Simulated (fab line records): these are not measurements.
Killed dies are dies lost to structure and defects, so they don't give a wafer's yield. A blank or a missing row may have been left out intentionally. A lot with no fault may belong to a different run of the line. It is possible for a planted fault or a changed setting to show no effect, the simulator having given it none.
Matching of chambers	flow n5Finfet	rieDiel-05 running N5_DUMMY_GATE_ETCH_37: 4 sister chambers
The step etches SOC in N2/H2, target depth 60 nm, overetch 30 nm. 4 wafers are shown with their chamber, then 8 later ones without.

WAFERS WITH THEIR CHAMBER
wafer	chamber	drypumpMotorCurrentA (A)
L083.6	0	5.8
L084.4	3	5.2
L084.6	1	5.6
L090.3	2	6.0

WAFERS WITH NO CHAMBER GIVEN
wafer	drypumpMotorCurrentA (A)
L090.4	5.8
L090.5	5.6
L095.2	5.8
L095.5	5.8
L095.6	5.7
L096.2	5.6
L096.4	5.6
L096.5	5.2

WHICH CHAMBER EACH ONE RAN IN
wafer	from the rows above	in truth
L090.4	0	0
L090.5	1	1
L095.2	0	0
L095.5	0	0
L095.6	can't be placed: 0 or 1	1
L096.2	1	1
L096.4	1	1
L096.5	3	3
7 of 8 placed correctly. Not placeable from these rows: 1 (in 1, the candidates include the true chamber). Wrongly placed: 0.
How it was worked out, from the rows above alone: a wafer's distance from a chamber is the root of the sum, over the readings, of the square of ((its reading less the chamber's mean) divided by the reading's scatter). If the next closest chamber is less than 2 further off than the closest, the wafer can't be placed; otherwise it belongs to the closest. The mean given for a chamber averages the wafers shown for that chamber. The scatter: root of mean squared gap, hidden wafer to nearest shown wafer, with one shown wafer a chamber.
